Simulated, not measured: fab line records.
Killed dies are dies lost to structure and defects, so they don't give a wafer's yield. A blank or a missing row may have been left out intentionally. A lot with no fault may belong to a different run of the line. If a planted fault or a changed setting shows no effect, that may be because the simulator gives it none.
Matching of chambers + flow n5Finfet + 3 sister chambers for N5_BEOL_M15_DEP_53 on pecvd-02
The step deposits SiCN from 3MS/NH3, target thk 50 nm, time 17.8 s. 3 wafers are shown with their chamber, then 11 later ones without.

WAFERS, EACH WITH ITS CHAMBER
| wafer  | chamber | throttleValvePct (%) |
|--------|---------|----------------------|
| L083.3 | 1       | 18.5                 |
| L087.4 | 2       | 16.6                 |
| L084.2 | 0       | 17.9                 |

WAFERS WITH NO CHAMBER GIVEN
| wafer  | throttleValvePct (%) |
|--------|----------------------|
| L084.4 | 17.8                 |
| L084.6 | 16.7                 |
| L090.3 | 18.5                 |
| L090.4 | 17.9                 |
| L090.5 | 18.3                 |
| L093.2 | 18.6                 |
| L093.3 | 16.7                 |
| L093.4 | 16.6                 |
| L096.1 | 18.7                 |
| L096.2 | 16.6                 |
| L096.4 | 16.8                 |

CHAMBER TAKEN BY EACH
| wafer  | from the rows above     | in truth |
|--------|-------------------------|----------|
| L084.4 | 0                       | 0        |
| L084.6 | 2                       | 2        |
| L090.3 | 1                       | 1        |
| L090.4 | 0                       | 0        |
| L090.5 | can't be placed: 1 or 0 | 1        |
| L093.2 | 1                       | 1        |
| L093.3 | 2                       | 2        |
| L093.4 | 2                       | 2        |
| L096.1 | 1                       | 1        |
| L096.2 | 2                       | 2        |
| L096.4 | 2                       | 2        |
10 of 11 placed correctly. From these rows, 1 cannot be placed; in 1 the true chamber is one of the candidates. Wrongly placed: 0.
How it was worked out, from the rows above alone: a wafer's distance from a chamber is the root of the sum, over the readings, of the square of ((its reading less the chamber's mean) divided by the reading's scatter). If the next closest chamber is less than 2 further off than the closest, the wafer can't be placed; otherwise it belongs to the closest. A chamber's mean is the mean of its shown wafers. The scatter: root of mean squared gap, hidden wafer to nearest shown wafer, with one shown wafer a chamber.
